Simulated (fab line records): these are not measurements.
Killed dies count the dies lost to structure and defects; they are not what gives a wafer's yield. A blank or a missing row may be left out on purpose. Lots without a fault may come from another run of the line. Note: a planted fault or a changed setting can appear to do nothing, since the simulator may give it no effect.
Split-lot trial || flow n5_finfet || 39 wafers read across 7 lots, on a route 1938 steps long

## THE SPLIT
At N5_BEOL_M15_TRENCH_ETCH_34 (etches SiO2 in C4F8/O2/Ar, target depth 872.93 nm, time 199 s), the setting time_s was moved away from the recipe's 199 s on 15 of the 39 wafers read, by -56.8% to +52.0%. This setting was run at the recipe's value on the other wafers.

## FROM THE SPLIT TO THE READING: what the file shows between them, 7 steps
- N5_BEOL_M15_STRIP_36: strips in O2
- N5_BEOL_M15_ECD_47: material Cu, target thk 1860 nm
- N5_BEOL_M15_ANNEAL_48: time 90 s
- N5_BEOL_M15_CMP_49: polishes, stops on SiO2, t overpolish 4.9 s, target thk 850 nm
- N5_BEOL_M15_THK_MEAS_50: measures by xrf
- N5_BEOL_M15_PRE_CLEAN_52: time 15 s
- N5_BEOL_M15_DEP_53: deposits SiCN from 3MS/NH3, target thk 50 nm, time 17.8 s

## THE READING
Measured at N5_BEOL_M15_RS_MEAS_54 by four-point probe: M15_RS, in ohm/sq. Typical for fault-free wafers on this fab line: 0.0215 ohm/sq, with standard deviation 0.00052 ohm/sq.

{"wafer": "L078.1", "tool, chamber at the split": "rie_diel-06, 2", "time_s as run, s": 242.3, "against the recipe": "+21.8%", "M15_RS, ohm/sq": 0.0171, "against lot-mates on the recipe": -0.0045}
{"wafer": "L078.2", "tool, chamber at the split": "rie_diel-06, 0", "time_s as run, s": 199, "against the recipe": "recipe", "M15_RS, ohm/sq": 0.0215, "against lot-mates on the recipe": "-"}
{"wafer": "L078.3", "tool, chamber at the split": "rie_diel-06, 3", "time_s as run, s": 242.3, "against the recipe": "+21.8%", "M15_RS, ohm/sq": 0.0182, "against lot-mates on the recipe": -0.0034}
{"wafer": "L078.4", "tool, chamber at the split": "rie_diel-06, 1", "time_s as run, s": 242.3, "against the recipe": "+21.8%", "M15_RS, ohm/sq": 0.0179, "against lot-mates on the recipe": -0.0037}
{"wafer": "L078.5", "tool, chamber at the split": "rie_diel-06, 3", "time_s as run, s": 199, "against the recipe": "recipe", "M15_RS, ohm/sq": 0.0223, "against lot-mates on the recipe": "-"}
{"wafer": "L078.6", "tool, chamber at the split": "rie_diel-06, 2", "time_s as run, s": 199, "against the recipe": "recipe", "M15_RS, ohm/sq": 0.0209, "against lot-mates on the recipe": "-"}
{"wafer": "L076.1", "tool, chamber at the split": "rie_diel-03, 0", "time_s as run, s": 199, "against the recipe": "recipe", "M15_RS, ohm/sq": 0.0212, "against lot-mates on the recipe": "-"}
{"wafer": "L076.2", "tool, chamber at the split": "rie_diel-03, 1", "time_s as run, s": 92.59, "against the recipe": "-53.5%", "M15_RS, ohm/sq": 0.0490, "against lot-mates on the recipe": "+0.0280"}
{"wafer": "L076.3", "tool, chamber at the split": "rie_diel-03, 2", "time_s as run, s": 92.59, "against the recipe": "-53.5%", "M15_RS, ohm/sq": 0.0463, "against lot-mates on the recipe": "+0.0253"}
{"wafer": "L076.4", "tool, chamber at the split": "rie_diel-03, 2", "time_s as run, s": 199, "against the recipe": "recipe", "M15_RS, ohm/sq": 0.0207, "against lot-mates on the recipe": "-"}
{"wafer": "L076.5", "tool, chamber at the split": "rie_diel-03, 0", "time_s as run, s": 199, "against the recipe": "recipe", "M15_RS, ohm/sq": 0.0212, "against lot-mates on the recipe": "-"}
{"wafer": "L076.6", "tool, chamber at the split": "rie_diel-03, 1", "time_s as run, s": 92.59, "against the recipe": "-53.5%", "M15_RS, ohm/sq": 0.0489, "against lot-mates on the recipe": "+0.0279"}
{"wafer": "L079.1", "tool, chamber at the split": "rie_diel-06, 3", "time_s as run, s": 85.89, "against the recipe": "-56.8%", "M15_RS, ohm/sq": 0.0568, "against lot-mates on the recipe": "+0.0347"}
{"wafer": "L079.2", "tool, chamber at the split": "rie_diel-06, 2", "time_s as run, s": 199, "against the recipe": "recipe", "M15_RS, ohm/sq": 0.0213, "against lot-mates on the recipe": "-"}
{"wafer": "L079.3", "tool, chamber at the split": "rie_diel-06, 0", "time_s as run, s": 85.89, "against the recipe": "-56.8%", "M15_RS, ohm/sq": 0.0538, "against lot-mates on the recipe": "+0.0317"}
{"wafer": "L079.4", "tool, chamber at the split": "rie_diel-06, 1", "time_s as run, s": 199, "against the recipe": "recipe", "M15_RS, ohm/sq": 0.0222, "against lot-mates on the recipe": "-"}
{"wafer": "L079.5", "tool, chamber at the split": "rie_diel-06, 3", "time_s as run, s": 199, "against the recipe": "recipe", "M15_RS, ohm/sq": 0.0227, "against lot-mates on the recipe": "-"}
{"wafer": "L079.6", "tool, chamber at the split": "rie_diel-06, 0", "time_s as run, s": 85.89, "against the recipe": "-56.8%", "M15_RS, ohm/sq": 0.0534, "against lot-mates on the recipe": "+0.0313"}
{"wafer": "L081.3", "tool, chamber at the split": "rie_diel-06, 2", "time_s as run, s": 199, "against the recipe": "recipe", "M15_RS, ohm/sq": 0.0211, "against lot-mates on the recipe": "-"}
{"wafer": "L081.4", "tool, chamber at the split": "rie_diel-06, 1", "time_s as run, s": 199, "against the recipe": "recipe", "M15_RS, ohm/sq": 0.0220, "against lot-mates on the recipe": "-"}
{"wafer": "L081.5", "tool, chamber at the split": "rie_diel-06, 3", "time_s as run, s": 199, "against the recipe": "recipe", "M15_RS, ohm/sq": 0.0229, "against lot-mates on the recipe": "-"}
{"wafer": "L089.1", "tool, chamber at the split": "rie_diel-02, 2", "time_s as run, s": 116.7, "against the recipe": "-41.4%", "M15_RS, ohm/sq": 0.0384, "against lot-mates on the recipe": "+0.0169"}
{"wafer": "L089.2", "tool, chamber at the split": "rie_diel-02, 1", "time_s as run, s": 199, "against the recipe": "recipe", "M15_RS, ohm/sq": 0.0209, "against lot-mates on the recipe": "-"}
{"wafer": "L089.3", "tool, chamber at the split": "rie_diel-02, 3", "time_s as run, s": 116.7, "against the recipe": "-41.4%", "M15_RS, ohm/sq": 0.0366, "against lot-mates on the recipe": "+0.0151"}
{"wafer": "L089.4", "tool, chamber at the split": "rie_diel-02, 0", "time_s as run, s": 199, "against the recipe": "recipe", "M15_RS, ohm/sq": 0.0218, "against lot-mates on the recipe": "-"}
{"wafer": "L089.5", "tool, chamber at the split": "rie_diel-02, 2", "time_s as run, s": 199, "against the recipe": "recipe", "M15_RS, ohm/sq": 0.0218, "against lot-mates on the recipe": "-"}
{"wafer": "L089.6", "tool, chamber at the split": "rie_diel-02, 3", "time_s as run, s": 116.7, "against the recipe": "-41.4%", "M15_RS, ohm/sq": 0.0364, "against lot-mates on the recipe": "+0.0149"}
{"wafer": "L095.1", "tool, chamber at the split": "rie_diel-02, 2", "time_s as run, s": 199, "against the recipe": "recipe", "M15_RS, ohm/sq": 0.0213, "against lot-mates on the recipe": "-"}
{"wafer": "L095.2", "tool, chamber at the split": "rie_diel-02, 3", "time_s as run, s": 302.5, "against the recipe": "+52.0%", "M15_RS, ohm/sq": 0.0135, "against lot-mates on the recipe": -0.0076}
{"wafer": "L095.3", "tool, chamber at the split": "rie_diel-02, 1", "time_s as run, s": 302.5, "against the recipe": "+52.0%", "M15_RS, ohm/sq": 0.0137, "against lot-mates on the recipe": -0.0074}
{"wafer": "L095.4", "tool, chamber at the split": "rie_diel-02, 2", "time_s as run, s": 302.5, "against the recipe": "+52.0%", "M15_RS, ohm/sq": 0.0140, "against lot-mates on the recipe": -0.0071}
{"wafer": "L095.5", "tool, chamber at the split": "rie_diel-02, 1", "time_s as run, s": 199, "against the recipe": "recipe", "M15_RS, ohm/sq": 0.0211, "against lot-mates on the recipe": "-"}
{"wafer": "L095.6", "tool, chamber at the split": "rie_diel-02, 3", "time_s as run, s": 199, "against the recipe": "recipe", "M15_RS, ohm/sq": 0.0210, "against lot-mates on the recipe": "-"}
{"wafer": "L096.1", "tool, chamber at the split": "rie_diel-03, 2", "time_s as run, s": 199, "against the recipe": "recipe", "M15_RS, ohm/sq": 0.0207, "against lot-mates on the recipe": "-"}
{"wafer": "L096.2", "tool, chamber at the split": "rie_diel-03, 1", "time_s as run, s": 199, "against the recipe": "recipe", "M15_RS, ohm/sq": 0.0207, "against lot-mates on the recipe": "-"}
{"wafer": "L096.3", "tool, chamber at the split": "rie_diel-03, 0", "time_s as run, s": 199, "against the recipe": "recipe", "M15_RS, ohm/sq": 0.0210, "against lot-mates on the recipe": "-"}
{"wafer": "L096.4", "tool, chamber at the split": "rie_diel-03, 3", "time_s as run, s": 199, "against the recipe": "recipe", "M15_RS, ohm/sq": 0.0217, "against lot-mates on the recipe": "-"}
{"wafer": "L096.5", "tool, chamber at the split": "rie_diel-03, 3", "time_s as run, s": 199, "against the recipe": "recipe", "M15_RS, ohm/sq": 0.0215, "against lot-mates on the recipe": "-"}
{"wafer": "L096.6", "tool, chamber at the split": "rie_diel-03, 0", "time_s as run, s": 199, "against the recipe": "recipe", "M15_RS, ohm/sq": 0.0210, "against lot-mates on the recipe": "-"}

THE FIT
A straight line over all 39 wafers: M15_RS changes by -0.000386 ohm/sq for each +1% of time_s; r = -0.93; the points scatter about the line by 0.0046 ohm/sq.
The same after taking each lot's own level away (the mean of its wafers on the recipe; 39 wafers): -0.000383 ohm/sq for each +1%; r = -0.93; scatter 0.0045 ohm/sq.
On that fit, the largest move of time_s shifts the reading by 0.022 ohm/sq.
Measured against the standard deviation above, the lots' own levels, which go from 0.02103 to 0.02207 ohm/sq, span 2.0 times it.
The two slopes agree, so the slope changes little with the lot-to-lot level.
Check: +0.0232 ohm/sq against its lot-mates is what the line predicts for one of the wafers moved furthest among these (-56.8%) when that wafer is left out of the fit. It came out at +0.0347 ohm/sq against them.

## THE WHOLE CHAIN: every reading that the file lists as answering this split, in the file's order
{"step": "N5_BEOL_M15_TRENCH_ETCH_34", "what it does": "etches SiO2 in C4F8/O2/Ar, target depth 872.93 nm, time 199 s", "reading": "etch.depth_nm (the simulator's own value, which no gauge read)", "change (the file's fit)": "+8.75 nm for each +1% of the setting", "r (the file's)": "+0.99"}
{"step": "N5_BEOL_M15_TRENCH_ETCH_34", "what it does": "etches SiO2 in C4F8/O2/Ar, target depth 872.93 nm, time 199 s", "reading": "coat_of_BEOL_M15_COAT_22.thk_nm (the simulator's own value, which no gauge read)", "change (the file's fit)": "-1.75 nm for each +1% of the setting", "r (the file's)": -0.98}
{"step": "N5_BEOL_M15_CMP_49", "what it does": "polishes, stops on SiO2, t overpolish 4.9 s, target thk 850 nm", "reading": "Cu_of_BEOL_M15_ECD_47.thk_nm (the simulator's own value, which no gauge read)", "change (the file's fit)": "+8.74 nm for each +1% of the setting", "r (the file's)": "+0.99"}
{"step": "N5_BEOL_M15_THK_MEAS_50", "what it does": "measures by xrf", "reading": "M15_THK", "change (the file's fit)": "+8.82 for each +1% of the setting", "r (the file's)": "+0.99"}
{"step": "N5_BEOL_M15_RS_MEAS_54", "what it does": "measures by four-point-probe", "reading": "M15_RS", "change (the file's fit)": "-0.000402 for each +1% of the setting", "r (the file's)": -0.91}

## THE FILE'S OWN FIT
M15_RS changes by -0.000402 ohm/sq for each +1% of time_s, r = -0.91.
